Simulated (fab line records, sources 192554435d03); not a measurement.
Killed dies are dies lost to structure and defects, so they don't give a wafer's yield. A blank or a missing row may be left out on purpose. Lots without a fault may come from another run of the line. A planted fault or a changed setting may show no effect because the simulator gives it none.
Which tool did it? | flow n5_finfet | 24 lots, 72 wafers sampled, at 3 steps of a route of 1938

WHAT THE GAUGES READ, wafer by wafer
N5_BEOL_M8_RS_MEAS_57: measures by four-point-probe. Usual: M8_RS 0.286 ohm/sq, standard deviation 0.0087.
lot  | measured     | on            | M8_RS (ohm/sq)    | flag
L075 | day 9 18:53  | film_metro-01 | 0.288 0.280 0.291 |
L074 | day 10 02:23 | film_metro-01 | 0.271 0.268 0.271 |
L076 | day 10 02:47 | film_metro-02 | 0.287 0.290 0.296 |
L077 | day 10 15:08 | film_metro-02 | 0.271 0.270 0.267 |
L079 | day 11 12:20 | film_metro-02 | 0.285 0.270 0.285 |
L078 | day 11 13:47 | film_metro-01 | 0.288 0.284 0.279 |
L080 | day 11 17:29 | film_metro-01 | 0.292 0.291 0.288 |
L082 | day 11 17:46 | film_metro-02 | 0.288 0.284 0.298 |
L081 | day 11 21:02 | film_metro-01 | 0.279 0.275 0.284 |
L083 | day 12 04:37 | film_metro-02 | 0.292 0.295 0.303 |
L084 | day 12 04:52 | film_metro-01 | 0.288 0.289 0.290 |
L085 | day 12 05:30 | film_metro-02 | 0.281 0.305 0.288 |
L086 | day 13 00:10 | film_metro-01 | 0.284 0.283 0.278 |
L087 | day 13 00:28 | film_metro-01 | 0.284 0.289 0.287 |
L088 | day 13 08:29 | film_metro-02 | 0.298 0.292 0.299 |
L089 | day 13 15:51 | film_metro-01 | 0.301 0.285 0.297 |
L090 | day 13 21:23 | film_metro-02 | 0.294 0.295 0.295 |
L091 | day 14 00:24 | film_metro-02 | 0.294 0.286 0.289 |
L092 | day 14 06:26 | film_metro-01 | 0.299 0.288 0.298 |
L095 | day 14 22:25 | film_metro-01 | 0.291 0.262 0.278 |
L093 | day 15 02:49 | film_metro-01 | 0.270 0.278 0.284 |
L094 | day 15 08:42 | film_metro-02 | 0.264 0.281 0.273 |
L096 | day 15 09:16 | film_metro-01 | 0.289 0.280 0.276 |
L097 | day 15 19:58 | film_metro-01 | 0.288 0.288 0.279 |

N5_BEOL_M9_CD_MEAS_11: target cd 64.1 nm. Usual: cd_nm 64.1 nm, standard deviation 0.44.
lot  | measured     | on        | cd_nm (nm)     | flag
L075 | day 9 21:52  | cd_sem-02 | 64.5 64.1 63.7 |
L074 | day 10 06:07 | cd_sem-02 | 64.0 63.7 64.0 |
L076 | day 10 06:13 | cd_sem-03 | 65.4 64.0 64.8 |
L077 | day 10 19:38 | cd_sem-03 | 64.1 64.4 64.4 |
L079 | day 11 15:38 | cd_sem-03 | 64.3 64.6 63.5 |
L078 | day 11 15:55 | cd_sem-01 | 64.5 63.8 64.8 |
L080 | day 11 19:17 | cd_sem-01 | 63.4 63.8 64.1 |
L082 | day 11 19:20 | cd_sem-03 | 63.2 63.6 64.1 |
L081 | day 12 00:53 | cd_sem-02 | 62.7 63.2 63.8 |
L083 | day 12 08:01 | cd_sem-01 | 63.8 64.3 63.6 |
L084 | day 12 08:35 | cd_sem-02 | 63.8 64.1 64.1 |
L085 | day 12 08:13 | cd_sem-01 | 64.4 64.4 64.6 |
L086 | day 13 02:20 | cd_sem-03 | 64.5 64.1 64.0 |
L087 | day 13 02:10 | cd_sem-03 | 63.2 64.0 63.9 |
L088 | day 13 09:57 | cd_sem-03 | 64.0 64.4 63.6 |
L089 | day 13 18:13 | cd_sem-03 | 64.0 64.1 64.0 |
L090 | day 13 22:38 | cd_sem-03 | 64.5 64.9 64.2 |
L091 | day 14 02:53 | cd_sem-03 | 64.6 63.7 63.6 |
L092 | day 14 09:47 | cd_sem-02 | 63.7 64.3 64.2 |
L095 | day 14 23:44 | cd_sem-02 | 63.9 64.5 64.5 |
L093 | day 15 05:43 | cd_sem-03 | 64.5 64.4 64.3 |
L094 | day 15 11:41 | cd_sem-03 | 63.5 64.6 63.2 |
L096 | day 15 12:05 | cd_sem-02 | 64.5 63.5 64.3 |
L097 | day 16 00:44 | cd_sem-01 | 64.0 63.9 63.9 |

N5_BEOL_M9_INSPECT_13: inspects for defects (brightfield). Usual: raw_defect_count 403, standard deviation 88.
lot  | measured     | on                | raw_defect_count | flag
L075 | day 9 21:55  | defect_inspect-01 | 447 339 361      |
L074 | day 10 06:10 | defect_inspect-01 | 373 434 392      |
L076 | day 10 06:16 | defect_inspect-02 | 325 341 466      |
L077 | day 10 19:41 | defect_inspect-02 | 333 281 286      |
L079 | day 11 15:42 | defect_inspect-02 | 331 365 400      |
L078 | day 11 15:58 | defect_inspect-02 | 382 380 509      |
L080 | day 11 19:20 | defect_inspect-01 | 475 586 437      |
L082 | day 11 19:23 | defect_inspect-01 | 435 329 242      |
L081 | day 12 00:56 | defect_inspect-02 | 352 320 402      |
L083 | day 12 08:04 | defect_inspect-01 | 425 396 443      |
L084 | day 12 08:39 | defect_inspect-02 | 410 422 326      |
L085 | day 12 08:16 | defect_inspect-01 | 565 412 376      |
L086 | day 13 02:23 | defect_inspect-02 | 258 371 338      |
L087 | day 13 02:13 | defect_inspect-01 | 577 514 504      |
L088 | day 13 10:01 | defect_inspect-02 | 550 578 645      |
L089 | day 13 18:16 | defect_inspect-02 | 409 443 428      |
L090 | day 13 22:42 | defect_inspect-02 | 385 287 327      |
L091 | day 14 02:56 | defect_inspect-01 | 469 401 387      |
L092 | day 14 09:50 | defect_inspect-01 | 376 472 509      |
L095 | day 14 23:47 | defect_inspect-02 | 445 269 414      |
L093 | day 15 05:46 | defect_inspect-01 | 476 216 298      |
L094 | day 15 11:44 | defect_inspect-02 | 281 238 355      |
L096 | day 15 12:08 | defect_inspect-01 | 401 362 385      |
L097 | day 16 00:47 | defect_inspect-02 | 336 390 421      |

WHICH TOOL RAN EACH LOT (tool, then ch and the chambers of the sampled wafers, then the start)
The record holds no process step before these readings.

WHAT THE TOOLS THEMSELVES READ (means of the sampled wafers that have a number; where no wafer has one, the mark that the record gives instead)
The record holds no such reading with a usual standard deviation.

THE ANSWER, worked out from the rows above alone
Rule: a lot is off if the mean of its wafers that have a number lies more than 3 standard deviations from the usual mean. A lot without any number at a reading at which 4 lots or more have one is off too. The other lots that the step has rows for count as sound. The gauges are gone through in route order, then the tools' own readings, and for those a lot's mean is taken as printed above. The first step at which some lot is off is used, and at that step the reading that is off furthest; a lot without a number counts as furthest.
No lot is off at any reading shown: from this, nothing can be told.

WHAT THE SIMULATOR HAD PUT IN
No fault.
